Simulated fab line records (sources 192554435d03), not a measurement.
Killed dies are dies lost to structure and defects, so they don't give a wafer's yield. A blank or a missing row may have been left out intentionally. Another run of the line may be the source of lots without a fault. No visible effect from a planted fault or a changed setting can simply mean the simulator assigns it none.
Which tool did it? / flow n5 finfet / 11 lots with 33 wafers sampled at 5 steps, on a route of 1938 steps

== WHAT EACH GAUGE READ, for each wafer ==
The record lacks any reading of a measuring or inspecting step that a usual standard deviation could be used to judge.

== WHICH TOOL RAN EACH LOT (tool, then ch and the chambers of the sampled wafers, then the start) ==
lot=L834; N5_MOL_CONTACT_COAG_CMP_23=cmp-01 ch 0,1,3, day 5 17:35; N5_MIM_BOT_DEGAS_01=pvd sputter-03, day 12 14:46; N5_MIM_TOP_ALD_00=ald hk-03 ch 0,2,3, day 12 14:55; N5_MIM_BOT_ETCH_ETCH_03=rie metal-01 ch 1, day 12 19:14; N5_PASSIVATION_PROBE_49=-
lot=L835; N5_MOL_CONTACT_COAG_CMP_23=cmp-01 ch 2,3, day 5 20:50; N5_MIM_BOT_DEGAS_01=pvd sputter-03, day 12 15:21; N5_MIM_TOP_ALD_00=ald hk-01 ch 0,1,3, day 12 15:29; N5_MIM_BOT_ETCH_ETCH_03=rie metal-02 ch 0,1, day 12 19:39; N5_PASSIVATION_PROBE_49=-
lot=L836; N5_MOL_CONTACT_COAG_CMP_23=cmp-01 ch 2,3, day 6 10:19; N5_MIM_BOT_DEGAS_01=pvd sputter-01, day 12 22:40; N5_MIM_TOP_ALD_00=ald hk-02 ch 1,2, day 12 22:49; N5_MIM_BOT_ETCH_ETCH_03=rie metal-01 ch 0,1, day 13 01:26; N5_PASSIVATION_PROBE_49=-
lot=L838; N5_MOL_CONTACT_COAG_CMP_23=cmp-01 ch 1,2,3, day 6 17:47; N5_MIM_BOT_DEGAS_01=pvd sputter-01, day 13 19:33; N5_MIM_TOP_ALD_00=ald hk-01 ch 0,1,2, day 13 19:41; N5_MIM_BOT_ETCH_ETCH_03=rie metal-02 ch 0, day 14 00:04; N5_PASSIVATION_PROBE_49=-
lot=L841; N5_MOL_CONTACT_COAG_CMP_23=cmp-01 ch 0,3, day 7 14:44; N5_MIM_BOT_DEGAS_01=pvd sputter-03, day 14 07:19; N5_MIM_TOP_ALD_00=ald hk-01 ch 0,3, day 14 07:27; N5_MIM_BOT_ETCH_ETCH_03=rie metal-02 ch 0,1, day 14 10:37; N5_PASSIVATION_PROBE_49=-
lot=L842; N5_MOL_CONTACT_COAG_CMP_23=cmp-01 ch 0,2,3, day 7 21:04; N5_MIM_BOT_DEGAS_01=pvd sputter-01, day 14 10:18; N5_MIM_TOP_ALD_00=ald hk-03 ch 0,1, day 14 10:26; N5_MIM_BOT_ETCH_ETCH_03=rie metal-03 ch 0,1, day 14 13:01; N5_PASSIVATION_PROBE_49=-
lot=L845; N5_MOL_CONTACT_COAG_CMP_23=cmp-02 ch 0,1,3, day 8 13:13; N5_MIM_BOT_DEGAS_01=pvd sputter-02, day 15 11:32; N5_MIM_TOP_ALD_00=ald hk-01 ch 0,3, day 15 11:41; N5_MIM_BOT_ETCH_ETCH_03=rie metal-01 ch 1, day 15 13:44; N5_PASSIVATION_PROBE_49=-
lot=L844; N5_MOL_CONTACT_COAG_CMP_23=cmp-03 ch 0,1,3, day 8 14:15; N5_MIM_BOT_DEGAS_01=pvd sputter-02, day 15 08:06; N5_MIM_TOP_ALD_00=ald hk-01 ch 0,1,3, day 15 08:14; N5_MIM_BOT_ETCH_ETCH_03=rie metal-01 ch 0,1, day 15 10:23; N5_PASSIVATION_PROBE_49=-
lot=L847; N5_MOL_CONTACT_COAG_CMP_23=cmp-03 ch 1,2, day 9 04:49; N5_MIM_BOT_DEGAS_01=pvd sputter-02, day 15 11:40; N5_MIM_TOP_ALD_00=ald hk-03 ch 1,2,3, day 15 11:48; N5_MIM_BOT_ETCH_ETCH_03=rie metal-01 ch 0,1, day 15 14:20; N5_PASSIVATION_PROBE_49=-
lot=L849; N5_MOL_CONTACT_COAG_CMP_23=cmp-03 ch 0,1,2, day 9 10:19; N5_MIM_BOT_DEGAS_01=pvd sputter-03, day 16 07:50; N5_MIM_TOP_ALD_00=ald hk-03 ch 0,1,3, day 16 07:58; N5_MIM_BOT_ETCH_ETCH_03=rie metal-02 ch 0,1, day 16 10:17; N5_PASSIVATION_PROBE_49=-
lot=L851; N5_MOL_CONTACT_COAG_CMP_23=cmp-01 ch 0,1,3, day 10 04:27; N5_MIM_BOT_DEGAS_01=pvd sputter-02, day 16 13:49; N5_MIM_TOP_ALD_00=ald hk-03 ch 0,1,2, day 16 13:58; N5_MIM_BOT_ETCH_ETCH_03=rie metal-03 ch 0,1, day 16 16:24; N5_PASSIVATION_PROBE_49=prober-02, day 16 23:59
- N5_MOL_CONTACT_COAG_CMP_23: polishes, stops on SiO2, t overpolish 1.5 s, target thk 0 nm.
- N5_MIM_BOT_DEGAS_01: time 60 s.
- N5_MIM_TOP_ALD_00: deposits Al2O3, purge time 3 s, co reactant pulse time 3 s.
- N5_MIM_BOT_ETCH_ETCH_03: etches the open film in Cl2/BCl3, target depth 12 nm.
- N5_PASSIVATION_PROBE_49

== WHAT THE TOOLS THEMSELVES READ (means of the sampled wafers that have a number; where no wafer has one, the mark that the record gives instead) ==
N5_MOL_CONTACT_COAG_CMP_23. Usual: head pressure psi 1.999 psi, standard deviation 0.0044; motor current A 7.9 A, standard deviation 0.96; overpolish run s 1.500 s, standard deviation 0.0094; time to endpoint s 8.4 s, standard deviation 2.6.
lot=L834; tool=cmp-01; head pressure psi (psi)=1.995; motor current A (A)=7.8; overpolish run s (s)=1.496; time to endpoint s (s)=6.6; flag=
lot=L835; tool=cmp-01; head pressure psi (psi)=1.998; motor current A (A)=8.6; overpolish run s (s)=1.500; time to endpoint s (s)=8.9; flag=
lot=L836; tool=cmp-01; head pressure psi (psi)=1.996; motor current A (A)=8.9; overpolish run s (s)=1.504; time to endpoint s (s)=9.4; flag=
lot=L838; tool=cmp-01; head pressure psi (psi)=1.999; motor current A (A)=8.2; overpolish run s (s)=1.504; time to endpoint s (s)=8.0; flag=
lot=L841; tool=cmp-01; head pressure psi (psi)=1.997; motor current A (A)=7.6; overpolish run s (s)=1.501; time to endpoint s (s)=7.2; flag=
lot=L842; tool=cmp-01; head pressure psi (psi)=1.999; motor current A (A)=8.0; overpolish run s (s)=1.493; time to endpoint s (s)=10.3; flag=
lot=L845; tool=cmp-02; head pressure psi (psi)=1.996; motor current A (A)=7.3; overpolish run s (s)=1.502; time to endpoint s (s)=12.5; flag=
lot=L844; tool=cmp-03; head pressure psi (psi)=2.000; motor current A (A)=7.5; overpolish run s (s)=1.497; time to endpoint s (s)=12.3; flag=
lot=L847; tool=cmp-03; head pressure psi (psi)=1.996; motor current A (A)=8.4; overpolish run s (s)=1.497; time to endpoint s (s)=8.7; flag=
lot=L849; tool=cmp-03; head pressure psi (psi)=2.000; motor current A (A)=8.4; overpolish run s (s)=1.503; time to endpoint s (s)=8.2; flag=
lot=L851; tool=cmp-01; head pressure psi (psi)=1.999; motor current A (A)=7.6; overpolish run s (s)=1.506; time to endpoint s (s)=7.7; flag=

N5_MIM_BOT_DEGAS_01. Usual: heater power w 464 W, standard deviation 31.
lot=L834; tool=pvd sputter-03; heater power w (W)=472; flag=
lot=L835; tool=pvd sputter-03; heater power w (W)=478; flag=
lot=L836; tool=pvd sputter-01; heater power w (W)=454; flag=
lot=L838; tool=pvd sputter-01; heater power w (W)=467; flag=
lot=L841; tool=pvd sputter-03; heater power w (W)=479; flag=
lot=L842; tool=pvd sputter-01; heater power w (W)=459; flag=
lot=L845; tool=pvd sputter-02; heater power w (W)=464; flag=
lot=L844; tool=pvd sputter-02; heater power w (W)=444; flag=
lot=L847; tool=pvd sputter-02; heater power w (W)=472; flag=
lot=L849; tool=pvd sputter-03; heater power w (W)=452; flag=
lot=L851; tool=pvd sputter-02; heater power w (W)=449; flag=

N5_MIM_TOP_ALD_00. Usual: precursor pulse height rel 1.001, standard deviation 0.022.
lot=L834; tool=ald hk-03; precursor pulse height rel=1.019; flag=
lot=L835; tool=ald hk-01; precursor pulse height rel=0.997; flag=
lot=L836; tool=ald hk-02; precursor pulse height rel=0.984; flag=
lot=L838; tool=ald hk-01; precursor pulse height rel=1.009; flag=
lot=L841; tool=ald hk-01; precursor pulse height rel=1.008; flag=
lot=L842; tool=ald hk-03; precursor pulse height rel=0.982; flag=
lot=L845; tool=ald hk-01; precursor pulse height rel=1.004; flag=
lot=L844; tool=ald hk-01; precursor pulse height rel=1.002; flag=
lot=L847; tool=ald hk-03; precursor pulse height rel=1.000; flag=
lot=L849; tool=ald hk-03; precursor pulse height rel=0.991; flag=
lot=L851; tool=ald hk-03; precursor pulse height rel=0.986; flag=

N5_MIM_BOT_ETCH_ETCH_03. Usual: drypump motor current A 5.6 A, standard deviation 0.55; oes product au 0.78 a.u., standard deviation 0.051; throttle valve pct 27.42 %, standard deviation 0.19.
lot=L834; tool=rie metal-01; drypump motor current A (A)=5.0; oes product au (a.u.)=0.72; throttle valve pct (%)=27.78; flag=
lot=L835; tool=rie metal-02; drypump motor current A (A)=5.8; oes product au (a.u.)=0.78; throttle valve pct (%)=27.33; flag=
lot=L836; tool=rie metal-01; drypump motor current A (A)=5.8; oes product au (a.u.)=0.77; throttle valve pct (%)=27.50; flag=
lot=L838; tool=rie metal-02; drypump motor current A (A)=6.1; oes product au (a.u.)=0.75; throttle valve pct (%)=27.24; flag=
lot=L841; tool=rie metal-02; drypump motor current A (A)=5.5; oes product au (a.u.)=0.80; throttle valve pct (%)=27.42; flag=
lot=L842; tool=rie metal-03; drypump motor current A (A)=5.7; oes product au (a.u.)=0.81; throttle valve pct (%)=27.26; flag=
lot=L845; tool=rie metal-01; drypump motor current A (A)=5.0; oes product au (a.u.)=0.70; throttle valve pct (%)=27.80; flag=
lot=L844; tool=rie metal-01; drypump motor current A (A)=5.4; oes product au (a.u.)=0.73; throttle valve pct (%)=27.65; flag=
lot=L847; tool=rie metal-01; drypump motor current A (A)=5.4; oes product au (a.u.)=0.73; throttle valve pct (%)=27.66; flag=
lot=L849; tool=rie metal-02; drypump motor current A (A)=5.7; oes product au (a.u.)=0.76; throttle valve pct (%)=27.34; flag=
lot=L851; tool=rie metal-03; drypump motor current A (A)=5.7; oes product au (a.u.)=0.80; throttle valve pct (%)=27.28; flag=

N5_PASSIVATION_PROBE_49. Usual: defect limited yield 91.0 %, standard deviation 1.5; killed_at_M0_to_M3 34, standard deviation 9.1; killed_at_M4_up 14, standard deviation 5.7; killed at contacts 13, standard deviation 5.7; killed at front end 42, standard deviation 12; killed at other 4, standard deviation 3.4; killed dies 106, standard deviation 17; killed on rim 14, standard deviation 4.3; killed open 70, standard deviation 13; killed short 34, standard deviation 7.5; sort_bin_5_function 5.2 %, standard deviation 0.94; sort_bin_6_memory 3.4 %, standard deviation 0.69; sort n pass 1074, standard deviation 17; sort yield pct 91.0 %, standard deviation 1.5.
lot=L851; tool=prober-02; defect limited yield (%)=75.8; killed_at_M0_to_M3=43; killed_at_M4_up=8; killed at contacts=190; killed at front end=40; killed at other=4; killed dies=285; killed on rim=36; killed open=71; killed short=34; sort_bin_5_function (%)=15.6; sort_bin_6_memory (%)=6.9; sort n pass=895; sort yield pct (%)=75.8; flag=OFF

== THE ANSWER, worked out from the rows above alone ==
Rule: lot off if the mean of its wafers having a number is beyond 3 standard deviations from the usual mean. Also off: a lot with no number at a reading for which 4 or more lots have one. The other lots that the step has rows for count as sound. First the gauges in route order, then the tools' own readings, where a lot's mean is used as printed above. At the first step where some lot is off, the reading lying furthest off is the one used; lots without a number count as furthest.
Off at N5_PASSIVATION_PROBE_49 (killed at contacts): L851. Neither off nor sound, because the step has no rows for them: L834, L835, L836, L838, L841, L842, L845, L844, L847, L849.
A tool fits if, at that step or a process step before it, it ran every lot that is off, and no sound lot after the first of them. Can't be told from this: 5 tools fit, cmp-01 at N5_MOL_CONTACT_COAG_CMP_23, pvd sputter-02 at N5_MIM_BOT_DEGAS_01, ald hk-03 at N5_MIM_TOP_ALD_00, rie metal-03 at N5_MIM_BOT_ETCH_ETCH_03, prober-02 at N5_PASSIVATION_PROBE_49.

== WHAT THE SIMULATOR HAD PUT IN ==
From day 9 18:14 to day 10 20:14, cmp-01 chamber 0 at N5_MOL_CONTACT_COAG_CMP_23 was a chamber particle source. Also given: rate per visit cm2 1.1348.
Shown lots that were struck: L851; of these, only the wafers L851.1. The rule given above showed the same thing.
